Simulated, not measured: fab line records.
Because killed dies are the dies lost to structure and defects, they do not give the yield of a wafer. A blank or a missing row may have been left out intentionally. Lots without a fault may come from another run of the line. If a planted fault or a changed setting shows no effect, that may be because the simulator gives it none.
fab line records    flow n5Finfet
record: lots: 6  wafers: 17  lastDay: 17
route steps=1938 shown BEOL_M9@1406 PASSIVATION@1936
lots untouched by any fault: they come from a run of this same line in which no faults occurred
startH: hours from the record's first day to the start of the lot's first wafer shown    waitH: time in hours since the lot's previous step    " identical to the entry in the row above    L1.1+2: a row that stands for several wafers    - value missing, or start not given    * or withheld: withheld    < > ~ a bound
route shown NAME@n: a module of which the file shows steps, and the number in the route of the first    usual: average and standard deviation across the fault-free wafers    same: alike in all rows    chamber/n: place in a boat    sites: per-site readings    _std_site: the values' standard deviation    _edge_site: the outer-site mean with the inner-site mean subtracted    radiusMm: for every site, how far away it sits from the centre of the wafer    mask NAME#n: copy n    behind: the most recent tool/chamber to have shaped the wafer    hold: why the lot went on hold/how many hours it stayed there/how the hold came to an end    device: names the non-switching transistor (n, p or np)    end of line: at the end of the route, the tests of the same wafers    a step without rows: its recipe alone    killed: count of dies lost to structure and defects at first sort (not the wafer's yield)    map: the dies of a wafer, with x for killed, . for not killed, _ for no die there
set.NAME: setting as actually run; set.NAME@STEP: the setting as run at that earlier step    model.NAME: the simulator's own value behind a step, which no gauge read
lots at selected steps of the route; one table per step, one row per wafer
services: a tool's chamber out of use, with start hour (startH, from the record's first day; less than 0 if before it), hours out, and reason
== steps ==
step: N5_BEOL_M9_COAT_59
recipe: resist: SOC  tempC: 250  timeS: 60  spinRpm: 1500  resistThkNm: 100
step: N5_BEOL_M9_COAT_60
recipe: resist: SiARC  tempC: 220  timeS: 60  spinRpm: 1500  resistThkNm: 30
step: N5_BEOL_M9_COAT_05
recipe: resist: CAR-ArF  spinRpm: 1500  resistThkNm: 90
step: N5_BEOL_M9_EBR_07
recipe: solvent: PGMEA  ebrWidthMm: 1.5
step: N5_BEOL_M9_SOFTBAKE_06
recipe: tempC: 110  timeS: 60  resist: CAR-ArF
step: N5_BEOL_M9_EXPOSE_08
recipe: maskId: M9  na: 1.35  sourceShape: dipole  sigmaInner: 0.411  sigmaOuter: 0.611  polarization: te  doseMj: 53.75
step: N5_BEOL_M9_PEB_09
recipe: pebTempC: withheld  pebTimeS: 60  resist: CAR-ArF
step: N5_BEOL_M9_DEVELOP_10
recipe: developTimeS: 30  developer: TMAH  resist: CAR-ArF  rinseLiquid: diw  dry: airSpin  devTempC: 23
step: N5_BEOL_M9_CD_MEAS_11
recipe: targetCdNm: 64.1  landingEnergyEv: 500  detector: seInlens  polarity: opening
usual: cdNm: 63.6/0.59
lot.wafer  tool      chamber  startH  waitH  cdNm
L886.4     cdSem-02  0        260.18  -      63.2
L886.5     "         0        "       "      63.5
L886.6     "         0        "       "      63.2
L887.1     cdSem-02  0        274.12  -      62.9
L887.3     "         0        "       "      63.8
L887.6     "         0        "       "      63.6
L891.1     cdSem-03  0        287.27  -      63.3
L891.5     "         0        "       "      64.3
L895.1     cdSem-01  0        302.17  -      64.1
L895.5     "         0        "       "      62.2
L895.6     "         0        "       "      63.6
L899.2     cdSem-01  0        333.13  -      62.9
L899.5     "         0        "       "      63.8
L899.6     "         0        "       "      63.9
L901.1     cdSem-01  0        340.57  -      64.1
L901.3     "         0        "       "      63.0
L901.4     "         0        "       "      63.1
step: N5_BEOL_M9_OVL_MEAS_12
recipe: pointsPerWafer: 44
usual: M9_OVL: -0.2/0.81
lot.wafer  tool        chamber  startH  waitH  M9_OVL[nm]
L886.4     overlay-01  0        260.21  0.0    0.4
L886.5     "           0        "       "      0.7
L886.6     "           0        "       "      1.1
L887.1     overlay-01  0        274.15  0.0    1.7
L887.3     "           0        "       "      -0.5
L887.6     "           0        "       "      -1.0
L891.1     overlay-02  0        287.30  0.0    1.2
L891.5     "           0        "       "      -0.8
L895.1     overlay-01  0        302.20  0.0    -0.2
L895.5     "           0        "       "      0.9
L895.6     "           0        "       "      2.0
L899.2     overlay-01  0        333.16  0.0    0.1
L899.5     "           0        "       "      -1.1
L899.6     "           0        "       "      -0.3
L901.1     overlay-01  0        340.60  0.0    0.0
L901.3     "           0        "       "      -0.7
L901.4     "           0        "       "      -0.7
step: N5_BEOL_M9_INSPECT_13
recipe: mode: adi  inspectInstrument: brightfield
usual: rawDefectCount: 415/110
lot.wafer  tool              chamber  startH  waitH  rawDefectCount
L886.4     defectInspect-02  -        260.23  0.0    280
L886.5     "                 -        "       "      325
L886.6     "                 -        "       "      349
L887.1     defectInspect-02  -        274.18  0.0    568
L887.3     "                 -        "       "      506
L887.6     "                 -        "       "      612
L891.1     defectInspect-02  -        287.32  0.0    547
L891.5     "                 -        "       "      435
L895.1     defectInspect-02  -        302.22  0.0    439
L895.5     "                 -        "       "      319
L895.6     "                 -        "       "      383
L899.2     defectInspect-02  -        333.18  0.0    312
L899.5     "                 -        "       "      287
L899.6     "                 -        "       "      297
L901.1     defectInspect-01  -        340.63  0.0    310
L901.3     "                 -        "       "      507
L901.4     "                 -        "       "      280
step: N5_BEOL_M9_DESCUM_16
recipe: chemistry: O2  timeS: 7.9  sourcePowerW: 50  biasPowerW: 20  pressureMtorr: 20  rfFrequencyHz: 2.712e+07  tempC: 40  resist: CAR-ArF  o2FlowSccm: 225
usual: drypumpMotorCurrentA: 5.8/0.43  oesProductAu: 0.79/0.096  rfVppV: 243.3/1.2  showerheadPlenumPTorr: 2.12/0.061  tempC: 39.99/0.12  throttleValvePct: 20.51/0.29
lot.wafer  tool        chamber  startH  waitH  drypumpMotorCurrentA  oesProductAu  rfHoursCounterH  rfVppV  showerheadPlenumPTorr  tempC  throttleValvePct
L886.4     rieDiel-01  1        260.28  0.0    5.7                   0.91          -                242.7   2.08                   40.11  20.19
L886.5     "           0        "       "      5.1                   0.71          -                243.9   2.19                   39.94  20.59
L886.6     "           2        "       "      5.4                   0.81          -                243.4   2.11                   39.90  20.68
L887.1     rieDiel-03  0        274.42  0.2    6.1                   0.73          186              243.7   2.18                   39.99  20.34
L887.3     "           2        "       "      6.4                   0.71          191              242.1   2.09                   39.98  20.50
L887.6     "           1        "       "      5.7                   0.72          -                242.3   2.08                   40.02  20.87
L891.1     rieDiel-01  1        287.36  0.0    5.7                   0.90          29               242.8   2.07                   39.95  20.18
L891.5     "           3        "       "      6.3                   1.00          -                241.2   2.03                   39.86  19.85
L895.1     rieDiel-01  0        302.66  0.4    5.1                   0.69          220              244.2   2.19                   40.08  20.61
L895.5     "           1        "       "      5.6                   0.87          -                242.6   2.07                   39.94  20.20
L895.6     "           0        "       "      5.1                   0.70          -                243.6   2.19                   40.05  20.60
L899.2     rieDiel-03  3        333.22  0.0    6.6                   0.83          81               244.7   2.21                   40.09  20.33
L899.5     "           2        "       "      6.4                   0.70          -                243.2   2.08                   40.03  20.53
L899.6     "           1        "       "      5.7                   0.70          -                242.1   2.08                   39.92  20.91
L901.1     rieDiel-03  1        340.66  0.0    5.7                   0.70          217              244.1   2.08                   40.31  20.90
L901.3     "           2        "       "      6.4                   0.69          212              242.6   2.08                   39.97  20.52
L901.4     "           3        "       "      6.6                   0.83          83               245.2   2.21                   40.11  20.34
step: N5_BEOL_M9_ETCH_61
recipe: chemistry: CF4  target: SiARC  targetDepthA: 390  maskMaterial: CAR-ArF  timeS: 65  ionEnergyEv: 80  pressureMtorr: 40  sourceW: 545  biasW: 36  Ar_flow_sccm: 100  cf4FlowSccm: 100  ends: cleared
usual: biasW: 36.01/0.1  drypumpMotorCurrentA: 5.8/0.44  etchRfOnTimeS: 64.6/2  oesProductAu: 0.68/0.086  rfVppV: 184.1/1.1  showerheadPlenumPTorr: 2.15/0.057  throttleValvePct: 15.6/0.32
lot.wafer  tool        chamber  startH  waitH  biasW  drypumpMotorCurrentA  etchRfOnTimeS  oesProductAu  rfHoursCounterH  rfVppV  showerheadPlenumPTorr  throttleValvePct
L886.4     rieDiel-01  1        260.32  0.0    35.85  5.6                   63.5           0.80          -                183.6   2.08                   15.0
L886.5     "           0        "       "      36.12  5.1                   62.5           0.62          -                185.1   2.22                   15.7
L886.6     "           2        "       "      35.99  5.4                   63.2           0.72          -                183.7   2.15                   15.8
L887.1     rieDiel-03  0        274.46  0.0    36.14  6.1                   68.1           0.61          186              184.3   2.21                   15.5
L887.3     "           2        "       "      36.01  6.4                   65.0           0.61          191              183.5   2.14                   15.7
L887.6     "           1        "       "      36.16  5.7                   66.8           0.60          -                183.0   2.12                   15.9
L891.1     rieDiel-01  1        287.39  0.0    36.05  5.6                   63.4           0.79          29               182.8   2.08                   15.1
L891.5     "           3        "       "      35.88  6.3                   49.4           1.00          -                182.3   2.10                   15.2
L895.1     rieDiel-01  0        302.70  0.0    36.00  5.1                   63.1           0.60          220              186.3   2.21                   15.7
L895.5     "           1        "       "      35.98  5.7                   48.4           0.91          -                182.0   2.08                   15.1
L895.6     "           0        "       "      35.90  5.1                   48.1           0.71          -                184.6   2.21                   15.7
L899.2     rieDiel-03  3        333.25  0.0    35.80  6.6                   68.2           0.69          81               185.1   2.24                   15.5
L899.5     "           2        "       "      35.93  6.4                   64.7           0.60          -                184.8   2.13                   15.8
L899.6     "           1        "       "      35.94  5.7                   65.7           0.60          -                183.9   2.11                   16.0
L901.1     rieDiel-03  1        340.70  0.0    35.83  5.7                   66.3           0.59          217              184.0   2.11                   16.0
L901.3     "           2        "       "      35.98  6.4                   66.1           0.59          212              183.5   2.13                   15.8
L901.4     "           3        "       "      36.14  6.6                   69.3           0.69          83               185.7   2.24                   15.4
step: N5_BEOL_M9_ETCH_62
recipe: chemistry: N2/H2  target: SOC  targetDepthA: 1100  overetchA: 220  maskMaterial: SiARC  tempC: 40  timeS: 165  ionEnergyEv: 200  pressureMtorr: 30  sourceW: 840  biasW: 150  n2FlowSccm: 200  h2FlowSccm: 200
usual: biasW: 149.9/0.45  drypumpMotorCurrentA: 5.8/0.43  oesProductAu: 0.67/0.08  rfVppV: 524.2/2.1  showerheadPlenumPTorr: 2.56/0.074  tempC: 40.00/0.12  throttleValvePct: 17.9/0.34
lot.wafer  tool        chamber  startH  waitH  biasW  drypumpMotorCurrentA  oesProductAu  rfHoursCounterH  rfVppV  showerheadPlenumPTorr  tempC  throttleValvePct
L886.4     rieDiel-01  1        260.42  0.1    150.3  5.6                   0.78          -                522.7   2.49                   39.80  17.5
L886.5     "           0        "       "      150.3  5.2                   0.61          -                525.8   2.63                   39.91  17.9
L886.6     "           2        "       "      149.7  5.4                   0.70          -                524.1   2.58                   40.00  18.3
L887.1     rieDiel-03  0        274.51  0.0    148.5  6.1                   0.62          186              526.1   2.62                   40.22  17.6
L887.3     "           2        "       "      149.9  6.4                   0.60          191              521.8   2.51                   39.95  17.7
L887.6     "           1        "       "      150.0  5.7                   0.60          -                523.6   2.51                   40.11  18.1
L891.1     rieDiel-01  1        287.44  0.0    149.0  5.6                   0.76          29               522.3   2.49                   40.02  17.5
L891.5     "           3        "       "      150.6  6.4                   0.84          -                521.8   2.49                   39.90  17.3
L895.1     rieDiel-01  0        302.75  0.0    149.9  5.1                   0.60          220              526.4   2.62                   40.04  17.9
L895.5     "           1        "       "      149.9  5.6                   0.74          -                522.8   2.49                   40.03  17.5
L895.6     "           0        "       "      149.9  5.1                   0.59          -                526.3   2.62                   39.89  17.9
L899.2     rieDiel-03  3        333.30  0.0    150.2  6.5                   0.72          81               526.2   2.67                   40.00  17.7
L899.5     "           2        "       "      149.7  6.4                   0.60          -                522.5   2.50                   39.71  17.7
L899.6     "           1        "       "      150.3  5.7                   0.59          -                524.4   2.50                   40.00  18.2
L901.1     rieDiel-03  1        340.75  0.0    148.6  5.7                   0.59          217              523.8   2.50                   40.25  18.2
L901.3     "           2        "       "      149.7  6.4                   0.60          212              524.3   2.50                   40.01  17.7
L901.4     "           3        "       "      150.4  6.6                   0.71          83               528.6   2.67                   40.10  17.7
step: N5_PASSIVATION_PROBE_49
usual: defectLimitedYield: 91.4/1.5  killed_at_M0_to_M3: 36/11  killed_at_M4_up: 14/6  killedAtContacts: 11/6  killedAtFrontEnd: 37/11  killedAtOther: 4/3.4  killedDies: 102/18  killedOpen: 66/13  killedShort: 34/7.8  sort_bin_4_leakage: 0.00/0.017  sort_bin_5_function: 5.0/0.97  sort_bin_6_memory: 3.2/0.7  sort_bin_8_speed: 0.0/0.38  sortNPass: 1078/19  sortYieldPct: 91.3/1.6
same: grossDies: 1180  killedAtBackSide: 0
lot.wafer  tool       chamber  startH  waitH  defectLimitedYield[%]  killed_at_M0_to_M3  killed_at_M4_up  killedAtContacts  killedAtFrontEnd  killedAtOther  killedDies  killedOpen  killedShort  sort_bin_4_leakage[%]  sort_bin_5_function[%]  sort_bin_6_memory[%]  sort_bin_8_speed[%]  sortNPass  sortYieldPct[%]
L891.5     prober-02  -        350.02  1.1    91.0                   36                  7                13                49                1              106         67          38           0                      5.1                     3.7                   0                    1074       91.0
killed by level:class
L891.5 BEOL_M1:geometricParticle:open=14 DUMMY_GATE:geometricParticle:open=13 FIN_SAQP:geometricParticle:short=9 STI_FIN_REVEAL:geometricParticle:open=7 BEOL_M2:geometricParticle:open=6 MOL_CONTACT_COAG:geometricParticle:short=6 MOL_CONTACT_COAG:geometricParticle:open=6 GATE_CUT:geometricParticle:short=5
== services ==
tool        chamber  startH  hours  kind
rieDiel-01  3        261.78  -      clean
rieDiel-01  3        261.78  -      consumableReplace:focusRing
rieDiel-01  3        261.78  18.0   scheduledDown
rieDiel-01  3        261.78  18.0   ventCycle
rieDiel-03  -        283.25  0.1    repair
rieDiel-03  1        299.40  1.6    repair
== key ==
firstSign: step: N5_BEOL_M9_ETCH_61  reading: etchRfOnTimeS  direction: down  sigmas: 7.9  usual: *  struck: *
effect: step: N5_BEOL_M9_ETCH_61  reading: oesProductAu  direction: up  sigmas: 2.3  usual: 0.68  struck: 0.87
metAt N5_BEOL_M9_ETCH_61
struckWafers L891.5,L895.5,L895.6
onsetBetween 260.32 287.39
fault: kind: processParameterDrift  tool: rieDiel-01  chamber: -  onsetH: 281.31  steps: N5_BEOL_M9_ETCH_61  channel: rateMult  offset: 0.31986  shape: step  endH: 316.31  scope: struckWafersOnly
